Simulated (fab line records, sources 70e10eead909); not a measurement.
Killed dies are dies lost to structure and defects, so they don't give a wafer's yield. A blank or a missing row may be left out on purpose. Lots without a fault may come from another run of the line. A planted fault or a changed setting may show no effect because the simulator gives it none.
fab line records | flow nand_harc
record lots=6 wafers=18 last_day=23
route steps=1159 shown A_STAIRCASE@686 END@1159
lots that met no fault: from a run of the same line without faults
start_h: hours from the record's first day to the start of the lot's first wafer shown | wait_h: hours since the lot's step before | " the same as in the row above | L1.1+2: a row that stands for several wafers | - no value, or no start given | * or withheld: withheld | < > ~ a bound
route shown NAME@n: a module of which the file shows steps, and the number in the route of the first | usual: mean/standard deviation of fault-free wafers | same: alike in all rows | chamber/n: place in a boat | sites: the reading at each site | _std_site: their standard deviation | _edge_site: outer sites' mean less inner sites' | radius_mm: how far each site lies from the wafer's centre | mask NAME#n: copy n | behind: the tool/chamber that last shaped the wafer | hold: why the lot was held/for how many hours/how that ended | device: the transistor (n, p or np) that didn't switch | end of line: the same wafers' tests at the end of the route | a step without rows: its recipe alone | killed: dies lost to structure and defects at the first sort, not the wafer's yield | map: a wafer's dies, x killed, . not, _ none there
set.NAME: the setting as run; set.NAME@STEP: as run at that earlier step | model.NAME: the simulator's own value behind a step, which no gauge read
lots at some steps of the route; a table a step, a row a wafer
services: from which hour (start_h, from the record's first day; less than 0 if before it) a tool's chamber was out of use, for how many hours, and why
## steps
# step NHARC_A_STAIRCASE_HARDBAKE_311
# recipe temp_c=120 time_s=140
# step NHARC_A_STAIRCASE_DESCUM_312
# recipe time_s=3 o2_flow_sccm=200 ar_flow_sccm=0 bias_power_w=0 chemistry=O2
# step NHARC_A_STAIRCASE_ETCH_313
# recipe cf4_flow_sccm=100 chf3_flow_sccm=30 ar_flow_sccm=0 rf_w=500 bias_w=200 chemistry=CF4/CHF3
# usual drypump_motor_current_A=5.7/0.48 mfc_ar_sccm=0.015/0.014 oes_product_au=0.942/0.023 rf_vpp_V=370.6/2.4 showerhead_plenum_p_Torr=1.58/0.069 throttle_valve_pct=16.803/0.0095
# columns lot.wafer tool chamber start_h wait_h drypump_motor_current_A mfc_ar_sccm oes_product_au rf_hours_counter_h rf_vpp_V showerhead_plenum_p_Torr throttle_valve_pct
L146.4 rie_diel-11 2 262.23 0.1 5.8 0.026 0.948 23 371.6 1.57 16.797
L146.5 " 0 " " 6.0 0 0.966 - 370.7 1.61 16.805
L146.6 " 1 " " 6.2 0.040 0.991 - 372.6 1.63 16.791
L155.3 rie_diel-08 1 313.98 0.1 5.6 0.025 0.979 1 366.4 1.47 16.809
L155.5 " 3 " " 5.4 0.016 0.964 - 367.1 1.52 16.805
L155.6 " 0 " " 6.2 0.006 0.952 - 373.0 1.63 16.792
L159.3 rie_diel-09 1 335.08 0.1 4.9 0 0.963 28 370.1 1.55 16.811
L159.5 " 0 " " 5.1 0.013 0.950 - 369.7 1.57 16.808
L159.6 " 3 " " 5.5 0 0.954 - 374.1 1.69 16.818
L158.1 rie_diel-09 3 340.27 0.2 5.6 0 0.925 32 373.6 1.69 16.798
L158.2 " 1 " " 4.9 0 0.922 31 370.1 1.55 16.808
L158.5 " 1 " " 4.8 0 0.930 - 369.3 1.55 16.797
L161.1 rie_diel-08 3 342.73 0.1 5.5 0.016 0.920 13 368.3 1.52 16.802
L161.6 " 3 " " 5.4 0.016 0.924 - 368.4 1.52 16.821
L161.5 " 1 " " 5.6 0.025 0.916 - 368.2 1.47 16.812
L162.1 rie_diel-11 1 345.15 0.1 6.2 0.040 0.963 51 370.5 1.63 16.805
L162.4 " 2 " " 5.8 0.026 0.952 54 368.4 1.56 16.805
L162.2 " 0 " " 6.0 0 0.974 54 371.2 1.60 16.804
# step NHARC_A_STAIRCASE_HM_OPEN_463
# recipe o2_flow_sccm=400 cos_flow_sccm=20 ar_flow_sccm=0 rf_w=500 bias_w=300 chemistry=O2/COS
# usual drypump_motor_current_A=5.8/0.49 mfc_ar_sccm=0.015/0.014 oes_product_au=0.999/0.008 rf_vpp_V=467/3.1 showerhead_plenum_p_Torr=3.12/0.14 throttle_valve_pct=28.330/0.0083
# columns lot.wafer tool chamber start_h wait_h drypump_motor_current_A mfc_ar_sccm oes_product_au rf_hours_counter_h rf_vpp_V showerhead_plenum_p_Torr throttle_valve_pct
L146.4 rie_diel-11 1 - - 6.2 0.040 1.020 21 469 3.24 28.329
L146.5 " 3 " " 6.5 0.031 1.001 - 463 2.93 28.333
L146.6 " 0 " " 6.0 0 0.999 - 468 3.20 28.329
L155.3 rie_diel-08 2 - - 5.3 0 1.004 2 473 3.34 28.320
L155.6 " 2 " " 5.3 0 0.994 - 472 3.34 28.335
L155.5 " 3 " " 5.5 0.016 1.015 - 464 3.01 28.341
L159.3 rie_diel-09 3 - - 5.5 0 0.990 30 473 3.36 28.329
L159.5 " 3 " " 5.5 0 0.987 - 471 3.36 28.337
L159.6 " 1 " " 4.9 0 0.991 - 466 3.08 28.336
L158.2 rie_diel-09 3 - - 5.5 0 1.003 32 473 3.36 28.323
L158.1 " 0 " " 5.1 0.013 0.998 30 468 3.11 28.327
L158.5 " 3 " " 5.5 0 0.996 - 473 3.36 28.319
L161.1 rie_diel-08 1 - - 5.6 0.025 0.981 12 462 2.92 28.336
L161.6 " 1 " " 5.6 0.025 0.993 - 463 2.92 28.340
L161.5 " 3 " " 5.5 0.016 0.996 - 464 3.01 28.323
L162.2 rie_diel-11 0 - - 6.0 0 1.004 54 467 3.18 28.337
L162.4 " 1 " " 6.2 0.040 0.997 51 469 3.23 28.328
L162.1 " 2 " " 5.8 0.026 0.982 54 467 3.10 28.336
# step NHARC_A_STAIRCASE_STRIP_464
# recipe o2_flow_sccm=400 cos_flow_sccm=20 ar_flow_sccm=0 bias_w=0 chemistry=O2/COS
# step NHARC_A_STAIRCASE_ETCH_453
# recipe target_depth_a=300 overetch_a=30 time_s=16.5 ion_energy_ev=100 cf4_flow_sccm=80 o2_flow_sccm=20 ar_flow_sccm=0 rf_w=300 bias_w=100 chemistry=CF4/O2
# step NHARC_A_STAIRCASE_ETCH_315
# recipe target_depth_a=25000 time_s=607.1 ion_energy_ev=800 c4f8_flow_sccm=80 o2_flow_sccm=60 ar_flow_sccm=withheld rf_w=600 bias_w=3000 chemistry=C4F8/O2/Ar
# usual oes_product_au=0.933/0.011 rf_vpp_V=1828/11
# columns lot.wafer tool chamber start_h wait_h oes_product_au rf_hours_counter_h rf_vpp_V
L146.4 rie_diel-11 3 - - 0.931 24 1810
L146.6 " 3 " " 0.932 - 1811
L146.5 " 0 " " 0.937 - 1832
L155.3 rie_diel-08 2 - - 0.940 2 1845
L155.5 " 3 " " 0.923 - 1820
L155.6 " 0 " " 0.930 - 1837
L159.3 rie_diel-09 3 - - 0.944 30 1845
L159.5 " 1 " " 0.942 - 1823
L159.6 " 3 " " 0.928 - 1848
L158.1 rie_diel-09 3 - - 0.924 32 1845
L158.2 " 0 " " 0.949 30 1827
L158.5 " 0 " " 0.930 - 1826
L161.1 rie_diel-08 3 - - 0.927 13 1816
L161.6 " 3 " " 0.934 - 1819
L161.5 " 2 " " 0.935 - 1845
L162.1 rie_diel-11 0 - - 0.928 55 1831
L162.4 " 1 " " 0.932 52 1835
L162.2 " 2 " " 0.916 54 1826
# step NHARC_A_STAIRCASE_STRIP_316
# recipe o2_flow_sccm=500 ar_flow_sccm=0 bias_w=0 chemistry=O2
# usual drypump_motor_current_A=5.8/0.48 mfc_ar_sccm=0.015/0.014 oes_product_au=1.001/0.0076 rf_vpp_V=57.8/1 showerhead_plenum_p_Torr=3.55/0.15 throttle_valve_pct=17.036/0.0099
# columns lot.wafer tool chamber start_h wait_h drypump_motor_current_A mfc_ar_sccm oes_product_au rf_hours_counter_h rf_vpp_V showerhead_plenum_p_Torr throttle_valve_pct
L146.4 rie_diel-11 1 - - 6.2 0.040 1.008 21 59.7 3.66 17.039
L146.6 " 2 " " 5.9 0.026 0.994 - 57.3 3.52 17.039
L146.5 " 3 " " 6.5 0.031 1.010 - 54.5 3.32 17.025
L155.3 rie_diel-08 0 - - 6.2 0.006 1.003 1 57.7 3.65 17.036
L155.6 " 0 " " 6.2 0.006 0.989 - 57.1 3.65 17.032
L155.5 " 1 " " 5.6 0.025 0.997 - 58.6 3.31 17.044
L159.3 rie_diel-09 3 - - 5.5 0 0.997 30 57.9 3.79 17.034
L159.6 " 0 " " 5.0 0.013 1.008 - 58.5 3.52 17.031
L159.5 " 3 " " 5.6 0 1.001 - 57.5 3.79 17.043
L158.2 rie_diel-09 1 - - 4.9 0 1.000 31 57.1 3.48 17.049
L158.1 " 3 " " 5.5 0 0.999 33 60.0 3.79 17.045
L158.5 " 1 " " 4.9 0 0.995 - 57.1 3.47 17.030
L161.1 rie_diel-08 2 - - 5.4 0 1.002 13 57.6 3.76 17.012
L161.5 " 2 " " 5.3 0 0.997 - 59.0 3.76 17.025
L161.6 " 2 " " 5.3 0 0.988 - 58.9 3.76 17.028
L162.1 rie_diel-11 2 - - 5.8 0.026 0.997 54 58.4 3.50 17.021
L162.2 " 3 " " 6.5 0.031 1.013 54 57.1 3.30 17.047
L162.4 " 0 " " 6.0 0 1.002 55 56.8 3.59 17.030
# step NHARC_A_STAIRCASE_STRIP_317
# recipe time_s=900 temp_c=130 chemistry=SPM
# step NHARC_A_STAIRCASE_PRECLEAN_318
# recipe time_s=* temp_c=50 bath_age_min=0 chemistry=SC1
# step NHARC_A_STAIRCASE_SRD_329
# step NHARC_A_STAIRCASE_ALD_415
# recipe target_thk_a=300 pulse_time_s=6 ald_cycles=300 temp_c=300 material=SiO2
# usual ald_cycles=300/0 heater_power_w=467/30 precursor_pulse_height_rel=1.002/0.02
# columns lot.wafer tool chamber start_h wait_h ald_cycles heater_power_w precursor_pulse_height_rel
L146.4 ald_hk-01 3 264.07 0.1 300 464 1.020
L146.6 " 3 " " 300 466 0.977
L146.5 " 0 " " 300 469 0.993
L155.3 ald_hk-03 2 315.82 0.1 300 502 0.974
L155.5 " 2 " " 300 515 0.999
L155.6 " 3 " " 300 493 1.004
L159.3 ald_hk-01 2 338.33 1.3 300 464 1.003
L159.6 " 1 " " 300 460 1.000
L159.5 " 2 " " 560 447 1.021
L158.2 ald_hk-03 1 342.51 0.3 300 454 0.991
L158.1 " 2 " " 300 497 1.005
L158.5 " 0 " " 300 444 0.988
L161.1 ald_hk-03 1 345.97 0.7 300 443 1.037
L161.6 " 0 " " 300 433 0.991
L161.5 " 1 " " 300 448 1.047
L162.2 ald_hk-01 3 347.84 0.2 300 473 1.019
L162.1 " 0 " " 300 459 0.992
L162.4 " 1 " " 560 463 0.968
# step NHARC_A_STAIRCASE_ETCHBACK_416
# recipe target_depth_a=360 time_s=7.2 c4f8_flow_sccm=withheld o2_flow_sccm=8 ar_flow_sccm=withheld rf_w=600 bias_w=800 chemistry=C4F8/O2/Ar
# usual oes_product_au=0.95/0.034 rf_vpp_V=724/4.6
# columns lot.wafer tool chamber start_h wait_h oes_product_au rf_hours_counter_h rf_vpp_V
L146.4 rie_diel-11 3 - - 0.95 25 716
L146.6 " 1 " " 0.95 - 727
L146.5 " 2 " " 0.93 - 723
L155.3 rie_diel-09 3 - - 0.93 22 731
L155.5 " 2 " " 0.92 - 722
L155.6 " 3 " " 0.93 - 730
L159.3 rie_diel-11 0 - - 0.92 52 726
L159.5 " 2 " " 0.92 - 722
L159.6 " 3 " " 0.92 - 717
L158.2 rie_diel-11 2 - - 0.99 53 724
L158.1 " 1 " " 1.00 51 727
L158.5 " 3 " " 1.00 - 717
L161.1 rie_diel-09 0 - - 0.92 32 723
L161.6 " 0 " " 0.93 - 723
L161.5 " 3 " " 0.93 - 729
L162.1 rie_diel-08 2 - - 0.92 17 730
L162.2 " 0 " " 1.00 15 727
L162.4 " 2 " " 0.92 - 731
# step NHARC_END_SORT_01
# recipe temp_c=25
# usual killed_at_array=27/10 killed_at_other=0.6/1 killed_at_periphery=3.4/2.7 killed_dies=31/9.7 killed_open=3.4/1.7 killed_short=2.2/1.5
# same gross_dies=677
# columns lot.wafer tool chamber start_h wait_h killed_at_array killed_at_other killed_at_periphery killed_dies killed_open killed_short
L155.5 prober-02 0 497.21 3.7 28 2 4 34 3 1
L155.6 prober-02 0 498.00 3.9 32 2 2 36 4 1
L159.5 prober-02 0 506.04 3.7 675 0 2 677 2 2
L162.4 prober-02 0 543.07 3.4 673 3 1 677 2 2
# killed by level:class
L155.5 A_CHANNEL_HOLE_D1:chamber_film_flake=18 A_STAIRCASE:chamber_film_flake=4 A_WL_FILL:chamber_film_flake=3 P_GATE:chamber_film_flake=2 HYBRID_BOND:chamber_film_flake=2 P_M0:geometric_particle:open=1 A_ONON_D1:geometric_particle:open=1 A_CHANNEL_FILL_D1:geometric_particle:open=1
L155.6 A_CHANNEL_HOLE_D1:chamber_film_flake=19 A_CONTACT:chamber_film_flake=3 A_STAIRCASE:chamber_film_flake=3 A_WL_FILL:chamber_film_flake=2 THIN_TSV:chamber_film_flake=2 P_M2:geometric_particle:open=1 A_SLIT:geometric_particle:short=1 A_WL_FILL:geometric_particle:open=1
L159.5 A_STAIRCASE:area_ald=656 A_STAIRCASE:chamber_film_flake=6 A_CONTACT:chamber_film_flake=4 A_CHANNEL_HOLE_D1:chamber_film_flake=3 A_SLIT:chamber_film_flake=3 P_M0:geometric_particle:short=2 A_CONTACT:geometric_particle:open=1 A_BLC:geometric_particle:open=1
L162.4 A_STAIRCASE:area_ald=642 A_CHANNEL_HOLE_D1:chamber_film_flake=16 A_CONTACT:chamber_film_flake=6 A_STAIRCASE:chamber_film_flake=4 THIN_TSV:chamber_film_flake=3 P_CONTACT:geometric_particle:open=1 A_ONON_D1:geometric_particle:open=1 A_CHANNEL_HOLE_D1:geometric_particle:short=1
# map L159.5 (x killed, . not)
____________x____________
_________xxxxxxx_________
_______xxxxxxxxxxx_______
______xxxxxxxxxxxxx______
_____xxxxxxxxxxxxxxx_____
____xxxxxxxxxxxxxxxxx____
____xxxxxxxxxxxxxxxxx____
___xxxxxxxxxxxxxxxxxxx___
___xxxxxxxxxxxxxxxxxxx___
__xxxxxxxxxxxxxxxxxxxxx__
__xxxxxxxxxxxxxxxxxxxxx__
_xxxxxxxxxxxxxxxxxxxxxxx_
_xxxxxxxxxxxxxxxxxxxxxxx_
_xxxxxxxxxxxxxxxxxxxxxxx_
_xxxxxxxxxxxxxxxxxxxxxxx_
_xxxxxxxxxxxxxxxxxxxxxxx_
xxxxxxxxxxxxxxxxxxxxxxxxx
xxxxxxxxxxxxxxxxxxxxxxxxx
xxxxxxxxxxxxxxxxxxxxxxxxx
xxxxxxxxxxxxxxxxxxxxxxxxx
xxxxxxxxxxxxxxxxxxxxxxxxx
_xxxxxxxxxxxxxxxxxxxxxxx_
_xxxxxxxxxxxxxxxxxxxxxxx_
_xxxxxxxxxxxxxxxxxxxxxxx_
_xxxxxxxxxxxxxxxxxxxxxxx_
_xxxxxxxxxxxxxxxxxxxxxxx_
__xxxxxxxxxxxxxxxxxxxxx__
__xxxxxxxxxxxxxxxxxxxxx__
___xxxxxxxxxxxxxxxxxxx___
___xxxxxxxxxxxxxxxxxxx___
____xxxxxxxxxxxxxxxxx____
____xxxxxxxxxxxxxxxxx____
_____xxxxxxxxxxxxxxx_____
______xxxxxxxxxxxxx______
_______xxxxxxxxxxx_______
_________xxxxxxx_________
____________x____________
# map L162.4 (x killed, . not)
____________x____________
_________xxxxxxx_________
_______xxxxxxxxxxx_______
______xxxxxxxxxxxxx______
_____xxxxxxxxxxxxxxx_____
____xxxxxxxxxxxxxxxxx____
____xxxxxxxxxxxxxxxxx____
___xxxxxxxxxxxxxxxxxxx___
___xxxxxxxxxxxxxxxxxxx___
__xxxxxxxxxxxxxxxxxxxxx__
__xxxxxxxxxxxxxxxxxxxxx__
_xxxxxxxxxxxxxxxxxxxxxxx_
_xxxxxxxxxxxxxxxxxxxxxxx_
_xxxxxxxxxxxxxxxxxxxxxxx_
_xxxxxxxxxxxxxxxxxxxxxxx_
_xxxxxxxxxxxxxxxxxxxxxxx_
xxxxxxxxxxxxxxxxxxxxxxxxx
xxxxxxxxxxxxxxxxxxxxxxxxx
xxxxxxxxxxxxxxxxxxxxxxxxx
xxxxxxxxxxxxxxxxxxxxxxxxx
xxxxxxxxxxxxxxxxxxxxxxxxx
_xxxxxxxxxxxxxxxxxxxxxxx_
_xxxxxxxxxxxxxxxxxxxxxxx_
_xxxxxxxxxxxxxxxxxxxxxxx_
_xxxxxxxxxxxxxxxxxxxxxxx_
_xxxxxxxxxxxxxxxxxxxxxxx_
__xxxxxxxxxxxxxxxxxxxxx__
__xxxxxxxxxxxxxxxxxxxxx__
___xxxxxxxxxxxxxxxxxxx___
___xxxxxxxxxxxxxxxxxxx___
____xxxxxxxxxxxxxxxxx____
____xxxxxxxxxxxxxxxxx____
_____xxxxxxxxxxxxxxx_____
______xxxxxxxxxxxxx______
_______xxxxxxxxxxx_______
_________xxxxxxx_________
____________x____________
## services
# columns tool chamber start_h hours kind
rie_diel-11 0 247.58 - clean
rie_diel-11 1 247.58 - clean
rie_diel-11 2 247.58 - clean
rie_diel-11 3 247.58 - clean
rie_diel-09 - 254.10 9.0 pm
rie_diel-11 0 272.08 - clean
rie_diel-11 1 272.08 - clean
rie_diel-11 2 272.08 - clean
rie_diel-11 3 272.08 - clean
rie_diel-11 0 296.74 - clean
rie_diel-11 1 296.74 - clean
rie_diel-11 2 296.74 - clean
rie_diel-11 3 296.74 - clean
rie_diel-08 - 302.28 9.0 pm
rie_diel-11 0 321.36 - clean
rie_diel-11 1 321.36 - clean
rie_diel-11 2 321.36 - clean
rie_diel-11 3 321.36 - clean
ald_hk-03 - 324.24 10.0 pm
rie_diel-08 0 341.33 3.9 repair
rie_diel-08 1 343.02 7.6 repair
rie_diel-08 3 343.92 6.9 repair
rie_diel-11 0 345.93 - clean
rie_diel-11 1 345.93 - clean
## key
first_sign step=NHARC_A_STAIRCASE_ALD_415 reading=ald_cycles direction=up sigmas=99+ usual=300 struck=560
effect step=NHARC_END_SORT_01 reading=killed_dies direction=up sigmas=67 usual=31 struck=677
more_kills_born_at NHARC_A_STAIRCASE_ALD_415@ald_hk-01=1298
met_at NHARC_A_STAIRCASE_ALD_415
struck_wafers L159.5,L162.4
later_rows_left_out L159.5,L162.4
tester_left_out L159,L162
fault kind=process_parameter_drift tool=ald_hk-01 chamber=- onset_h=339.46 steps=NHARC_A_STAIRCASE_ALD_415 channel=ald_cycles offset=260 shape=step end_h=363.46 scope=struck_wafers_only acts_in=these_recipes_only stated=300
# tester_left_out: of these lots the tester's yield and bins aren't shown, on N5 and GAA mostly nor the transistor test; their killed dies are dies lost to structure and defects alone, not to doping, threshold or leakage, so they don't give the yield
# later_rows_left_out: the simulator's readings of these wafers behind a module that went badly wrong aren't trusted and aren't shown, but for the sort
